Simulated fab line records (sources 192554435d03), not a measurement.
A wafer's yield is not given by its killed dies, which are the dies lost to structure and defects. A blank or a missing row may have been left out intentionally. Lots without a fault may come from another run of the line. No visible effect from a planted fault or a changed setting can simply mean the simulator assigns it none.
The same fault as seen by 3 desks ; flow n5Finfet ; numbers are kept per desk, each desk with only its own; the story behind them comes last

TOOL OWNER'S DESK, cmp-02
The tool's own readings at N5_BEOL_M11_CMP_52 (polishes, stops on SiCOH lowk, t overpolish 7 s, target thk 140 nm): means of the sampled wafers that have a number, for each lot that ran on this tool. Marked OUT: a lot whose mean sits more than 4 standard deviations from the usual mean, which makes it out of limits; the brackets give that distance.
Columns: A = barrierFieldEndpointS at N5_BEOL_M11_CMP_52, usual 28.8 s; B = clearingPlatenDownForcePsi at N5_BEOL_M11_CMP_52, usual 1.500 psi; C = motorCurrentA at N5_BEOL_M11_CMP_52, usual 6.3 A; D = overpolishRunS at N5_BEOL_M11_CMP_52, usual 7.000 s; E = padLifeWafers at N5_BEOL_M11_CMP_52, usual 1218; F = timeToEndpointS at N5_BEOL_M11_CMP_52, usual 65.3 s
lot;first seen here;A;B;C;D;E;F
L957;day 10 09:58;27.4;1.500;6.4;6.993;830;59.9
L965;day 11 20:20;37.8 (+13) OUT;1.497;6.5;3.517 (-99 or more) OUT;1118;74.0
L968;day 13 04:11;37.5 (+12) OUT;1.504;6.0;3.526 (-99 or more) OUT;1363;73.6
This desk finds L965, L968 out of limits, L965 being first, at day 11 20:20 (barrierFieldEndpointS at N5_BEOL_M11_CMP_52). In limits: L957.

THE DEFECT DESK
Counts from the inspections along the route, per lot, as means over the sampled wafers that have a number. Marked OUT: a lot whose mean sits more than 4 standard deviations from the usual mean, which makes it out of limits; the brackets give that distance.
Columns: A = rawDefectCount at N5_BEOL_M11_INSPECT_58, usual 72
lot;first seen here;A
L957;day 10 10:22;64
L965;day 11 20:42;584 (+27) OUT
L968;day 13 04:35;596 (+28) OUT
L969;day 13 05:33;64
L972;day 14 06:53;78
L977;day 15 13:04;74
L978;day 16 02:56;70
L980;day 16 19:53;52
L979;day 16 22:28;87
This desk finds L965, L968 out of limits, L965 being first, at day 11 20:42 (rawDefectCount at N5_BEOL_M11_INSPECT_58). In limits: L957, L969, L972, L977, L978, L980, L979.

METROLOGY DESK
What the gauges read for every lot (on any tool): the sampled wafers with a number, averaged. Marked OUT: a lot whose mean sits more than 4 standard deviations from the usual mean, which makes it out of limits; the brackets give that distance. 7 of its 12 readings are shown: the first one out of limits and those lying furthest out on some lot.
Columns: A = DIBL_N at N5_BEOL_M4_RC_MEAS_101, usual 36.4 mV/V; B = DIBL_P at N5_BEOL_M4_RC_MEAS_101, usual 36.1 mV/V; C = SS_N at N5_BEOL_M4_RC_MEAS_101, usual 71.5 mV/dec; D = SS_P at N5_BEOL_M4_RC_MEAS_101, usual 73.2 mV/dec; E = VT_N at N5_BEOL_M4_RC_MEAS_101, usual 250.0 mV; F = V10_OVL at N5_BEOL_M11_OVL_MEAS_29, usual 0.5 nm; G = M11_THK at N5_BEOL_M11_THK_MEAS_53, usual 137.3 nm
lot;first seen here;A;B;C;D;E;F;G
L957;day 7 22:36;36.5;37.6;71.4;73.0;250.6;0.8;136.4
L965;day 9 11:22;37.3;37.8;72.0;72.8;248.8;0.7;197.4 (+23) OUT
L969;day 10 11:17;35.1;33.3;71.4;72.4;253.9;1.1;139.3
L968;day 10 16:52;38.7;38.1;72.3;73.4;247.4;-0.9;194.1 (+22) OUT
L972;day 11 12:38;36.3;35.2;71.2;73.5;252.0;0.5;140.6
L977;day 12 20:18;34.3;34.3;70.8;72.7;251.3;0.1;135.2
L978;day 13 12:59;36.3;35.5;71.4;72.6;252.9;0.8;137.4
L979;day 14 02:38;36.5;36.7;71.5;73.7;249.9;1.1;133.9
L980;day 14 02:44;35.3;35.0;71.6;73.3;249.4;0.3;139.5
This desk's finding: out of limits on L965, L968; first on L965, day 11 20:33 (M11_THK at N5_BEOL_M11_THK_MEAS_53). In limits: L957, L969, L972, L977, L978, L979, L980.

TAKEN TOGETHER
An alarm could have come from the tool owner's desk at day 11 20:20, on L965, L968.
L965, L968 would have let the metrology desk raise an alarm at day 11 20:33.
The defect desk could have raised an alarm at day 11 20:42, on L965, L968.
On cmp-02, each named lot ran N5_BEOL_M11_CMP_52.

WHAT THE SIMULATOR HAD INSERTED
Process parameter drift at N5_BEOL_M11_CMP_52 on cmp-02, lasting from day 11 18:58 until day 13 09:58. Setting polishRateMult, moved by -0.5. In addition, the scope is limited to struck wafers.
Lots struck among those shown: L965, L968.
Hours from the fault's start to each desk's first reading out of limits: the tool owner's desk, 1; the metrology desk, 2; the defect desk, 2.
